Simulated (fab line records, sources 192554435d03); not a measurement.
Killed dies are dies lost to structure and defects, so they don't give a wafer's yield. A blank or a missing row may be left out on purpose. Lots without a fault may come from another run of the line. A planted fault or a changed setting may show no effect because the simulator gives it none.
Chamber matching | flow n5_finfet | N5_BEOL_M9_VIA_ETCH_34 on rie_diel-02: 4 sister chambers
The step etches SiCOH lowk in C4F6/O2, target depth 182.4 nm, time 68.4 s. 14 wafers are shown with their chamber, then 7 later ones without.

WAFERS WITH THEIR CHAMBER
wafer  | chamber | drypump_motor_current_A (A) | throttle_valve_pct (%) | oes_o_777_au (a.u.)
L597.2 | 0       | 5.3                         | 21.32                  | 0.70
L597.3 | 3       | 5.6                         | 20.99                  | 0.79
L597.4 | 0       | 5.3                         | 21.30                  | 0.70
L598.1 | 1       | 4.9                         | 20.70                  | 0.68
L598.3 | 3       | 5.6                         | 21.03                  | 0.79
L598.4 | 0       | 5.3                         | 21.29                  | 0.70
L601.1 | 1       | 4.9                         | 20.70                  | 0.68
L601.3 | 2       | 6.0                         | 21.30                  | 0.76
L601.4 | 0       | 5.3                         | 21.29                  | 0.69
L603.2 | 1       | 4.9                         | 20.71                  | 0.68
L603.3 | 0       | 5.3                         | 21.30                  | 0.70
L603.5 | 3       | 5.6                         | 21.01                  | 0.79
L600.3 | 2       | 6.0                         | 21.29                  | 0.76
L600.5 | 2       | 6.1                         | 21.29                  | 0.75

SIGNATURES (means of the wafers above)
reading                 | chamber 0 | chamber 1 | chamber 2 | chamber 3 | scatter within a chamber
drypump_motor_current_A | 5.300     | 4.900     | 6.033     | 5.600     | 0.0258
throttle_valve_pct      | 21.3000   | 20.7033   | 21.2933   | 21.0100   | 0.0124
oes_o_777_au            | 0.6980    | 0.6800    | 0.7567    | 0.7900    | 0.00383
Rule: a wafer's distance from a chamber is the root of the sum, over the readings, of the square of ((its reading less the chamber's mean) divided by the reading's scatter). The wafer belongs to the nearest chamber; if the next one is less than 2 further off, it can't be placed. The scatter: the root of (the sum of the squares of (reading less its chamber's mean) over the shown wafers, divided by (wafers less chambers)).

WAFERS WITHOUT THEIR CHAMBER
wafer  | drypump_motor_current_A (A) | throttle_valve_pct (%) | oes_o_777_au (a.u.)
L600.6 | 4.9                         | 20.72                  | 0.68
L604.4 | 6.0                         | 21.30                  | 0.75
L604.5 | 4.9                         | 20.73                  | 0.67
L604.6 | 5.3                         | 21.29                  | 0.69
L607.1 | 5.3                         | 21.34                  | 0.68
L607.3 | 6.1                         | 21.33                  | 0.74
L607.4 | 5.3                         | 21.34                  | 0.69

WHICH CHAMBER EACH WENT THROUGH
wafer  | from the rows above | in truth
L600.6 | 1                   | 1
L604.4 | 2                   | 2
L604.5 | 1                   | 1
L604.6 | 0                   | 0
L607.1 | 0                   | 0
L607.3 | 2                   | 2
L607.4 | 0                   | 0
Placed correctly: 7 of 7. Can't be placed from these rows: 0. Placed wrongly: 0.
